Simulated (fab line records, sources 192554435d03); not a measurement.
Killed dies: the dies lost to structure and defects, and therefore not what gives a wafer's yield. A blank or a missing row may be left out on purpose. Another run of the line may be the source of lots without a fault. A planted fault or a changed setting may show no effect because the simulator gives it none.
8D (eight disciplines) problem report, filled in by code :: flow n5 finfet :: the parts of the form that need people (team, actions taken, sign-off) are left out

1. PROBLEM STATEMENT
Mean of time to endpoint s at N5_GATE_CUT_CMP_23: 38.4 s across 6 wafers in 2 lots; on wafers with no fault it is 19.5 s (standard deviation 2.6). That is +7.3 standard deviations from the usual mean.
The step: polishes, stops on SiO2, t overpolish 23.4 s, target thk 16 nm.
The first sign was on wafer L321.3 at day 8 02:21, on cmp-01. The record has a number at this step for 27 wafers belonging to 9 lots. The rule behind "out" and "out of limits": a value lying over 4 standard deviations away from the usual mean. The rest of the wafers with a number are treated as sound.

2. WHAT IT IS AND WHAT IT IS NOT
question: which readings at this step
is: time to endpoint s
is not: head pressure psi, motor current A, retaining ring pressure frac

question: which lots
is: L321, L324
is not: L308, L311, L315, L318, L319, L323, L330

question: which wafers of those lots
is: all that have a number
is not: -

question: read on which tools
is: cmp-01
is not: cmp-02, cmp-03

question: when
is: from day 8 02:21
is not: up to then (15 sound wafers); but 6 sound wafers of L323, L330 came after

3. WHAT RULES OUT EACH SUSPECT
Counting: a tool at a process step up to the reading stays a suspect if it ran every lot that is out and no sound lot after the first of them.
- cmp-01 at N5_GATE_CUT_CMP_23 (polishes, stops on SiO2, t overpolish 23.4 s, target thk 16 nm): kept. All lots that are out passed through it, beginning with L321 at day 8 02:21, and no sound lot followed; its final sound lot before that point was L318 at day 7 19:28. Its own readings are out on those wafers: time to endpoint s.
After counting, what remains is cmp-01 at N5_GATE_CUT_CMP_23.

4. THE CAUSE (what the simulator had put in)
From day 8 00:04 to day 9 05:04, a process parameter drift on cmp-01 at N5_GATE_CUT_CMP_23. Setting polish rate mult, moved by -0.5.
This tool alone remained once counting was done.

5. THE CHAIN OF EFFECTS, in route order
Each row: a reading where the mean over the struck wafers with a number is more than 3 standard deviations away from the usual. Only readings whose record carries a usual standard deviation are examined. hours: median over the lots of the time between each lot's start at the first step of this table that gives one and its start at this step. sigmas: the change, counted in usual standard deviations.
hours: 0
step: N5_GATE_CUT_CMP_23
reading: time to endpoint s
usual: 19.5 s
on struck wafers: 38.4
change: +18.9
sigmas: +7.3
Process steps it contains:
- N5_GATE_CUT_CMP_23: polishes, stops on SiO2, t overpolish 23.4 s, target thk 16 nm.
Later measuring or inspecting steps at which every struck wafer that the step has a row for has a number for every such reading, and none has moved that far: N5_BEOL_M4_RC_MEAS_101.

6. HOW IT WOULD HAVE BEEN CAUGHT EARLIER
In this record no reading fell out of limits until day 8 02:21, 2 hours after the fault had begun at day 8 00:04.
